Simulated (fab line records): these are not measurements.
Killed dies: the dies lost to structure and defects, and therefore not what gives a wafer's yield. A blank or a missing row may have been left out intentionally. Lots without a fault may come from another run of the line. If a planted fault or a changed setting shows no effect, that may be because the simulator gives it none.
Comparing a struck lot with a sound one | flow n5_finfet | 18 steps out of a route of 1938
Sound: the wafers L554.1, L554.4, L554.6. Struck: wafers L563.1, L563.3, L563.5. The cause is named last.
At each step with rows: each side's tool, then ch and its chambers, then its first start. Under that, the readings that differ: sound wafers | struck wafers | difference of the means | sigmas: that difference in standard deviations of wafers without a fault.
alike: readings with means less than 2 such deviations apart, plus words and numbers identical on both sides. not compared: withheld readings, readings lacking a value on some wafer, bounds such as >300 that could conceal the same value, and numbers that have no deviation in the record and whose values overlap.
The two part at a step that has a row with sigmas, a row that says differs or no value, or rows on one side only. Numbers that don't overlap but have no deviation are shown without sigmas and don't part them. A reading missing from all wafers of one side parts the sides only when that side holds two or more wafers.

N5_BEOL_M0_SAQP_PECVD_03: deposits SiCN from 3MS/NH3, target thk 12 nm, time 21.1 s.
  sound on pecvd-01 ch 0,1, day 6 09:50; struck on pecvd-04 ch 0,2, day 8 07:31
  alike: showerhead_plenum_p_Torr, throttle_valve_pct
N5_BEOL_M0_SAQP_PECVD_96: deposits a-Si from SiH4/He, target thk 45 nm, time 45.2 s.
  sound on pecvd-01 ch 0,1, day 6 09:52; struck on pecvd-04 ch 0,2, day 8 07:33
  alike: heater_power_outer_w, heater_power_w, showerhead_plenum_p_Torr, throttle_valve_pct
N5_BEOL_M0_SAQP_PECVD_97: deposits SiNx from SiH4/NH3/N2, target thk 23 nm, time 19.9 s.
  sound on pecvd-01 ch 0,1, day 6 09:55; struck on pecvd-04 ch 0,2, day 8 07:36
  alike: heater_power_outer_w, heater_power_w, showerhead_plenum_p_Torr, throttle_valve_pct
N5_BEOL_M0_SAQP_PECVD_04: deposits a-Si from SiH4/He, target thk 60 nm, time 60.2 s.
  sound on pecvd-01 ch 0,1, day 6 09:58; struck on pecvd-04 ch 0,2, day 8 07:38
  alike: heater_power_outer_w, heater_power_w, showerhead_plenum_p_Torr, throttle_valve_pct
N5_BEOL_M0_SAQP_THK_MEAS_05:
  struck on film_metro-02, day 8 07:44; sound on film_metro-02, day 6 10:03
  alike: thk_nm
N5_BEOL_M0_SAQP_HM_DEP_111: deposits SiO2 from SiH4/N2O, target thk 12 nm, time 7.2 s.
  sound on pecvd-04 ch 0,1,2, day 6 10:10; struck on pecvd-04 ch 0,2, day 8 07:46
  alike: heater_power_outer_w, heater_power_w, showerhead_plenum_p_Torr
then, 6 steps without rows for these wafers: N5_BEOL_M0_SAQP_COAT_81 (time 60 s, resist thk 100 nm); N5_BEOL_M0_SAQP_COAT_82 (time 60 s, resist thk 30 nm); N5_BEOL_M0_SAQP_COAT_08 (resist thk 90 nm); N5_BEOL_M0_SAQP_EBR_10; N5_BEOL_M0_SAQP_SOFTBAKE_09 (time 60 s); N5_BEOL_M0_SAQP_EXPOSE_11 (exposes mask M0 CORE, target cd 42 nm).
N5_BEOL_M0_SAQP_PEB_12: peb time 60 s.
  sound on litho_track-01 ch 0, day 6 10:36; struck on litho_track-01 ch 0, day 8 08:02
  reading                | sound             | struck            | difference | sigmas
  chill_plate_temp_C (C) | 23.27 23.21 23.17 | 22.95 22.93 22.96 | -0.27      | -3
then, 1 step without rows for these wafers: N5_BEOL_M0_SAQP_DEVELOP_13 (develop time 30 s).
N5_BEOL_M0_SAQP_CD_MEAS_14 targets a cd of 42.5 nm.
  sound on cd_sem-01 ch 0, day 6 10:40; struck on cd_sem-03 ch 0, day 8 08:05
  reading    | sound          | struck         | difference | sigmas
  cd_nm (nm) | 42.5 42.6 42.9 | 39.8 39.4 39.9 | -3.0       | -8
N5_BEOL_M0_SAQP_OVL_MEAS_15:
  sound on overlay-02 ch 0, day 6 10:42; struck on overlay-02 ch 0, day 8 08:07
  alike: M0_CORE_OVL
-- the record jumps here: 3 days lie between the struck wafers' starts before and after (it left off in module BEOL_M0_SAQP and takes up again in module BEOL_M4, whose first step shown is number 1111 of the route) --
N5_BEOL_M4_RC_MEAS_101:
  sound on prober-01 ch 0, day 8 21:05; struck on prober-02 ch 0, day 11 11:08
  alike: DIBL_N, DIBL_P, IOFF_N, IOFF_P, ION_N, ION_P, SS_N, SS_P, VT_N, VT_P
-- here the record skips 5 days between the struck wafers' starts before and after, leaving off in module BEOL_M4 and picking up in module PASSIVATION (first step shown: number 1936 of the route) --
N5_PASSIVATION_PROBE_49:
  record: rows for the struck wafers here (prober-02, day 16 08:07), none for the sound ones

== WHERE THEY PART ==
At N5_BEOL_M0_SAQP_PEB_12 first; at N5_PASSIVATION_PROBE_49 last (within this record only).

WHY: whatever the simulator had introduced
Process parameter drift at N5_BEOL_M0_SAQP_PEB_12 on litho_track-01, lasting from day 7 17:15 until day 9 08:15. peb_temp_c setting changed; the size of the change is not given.
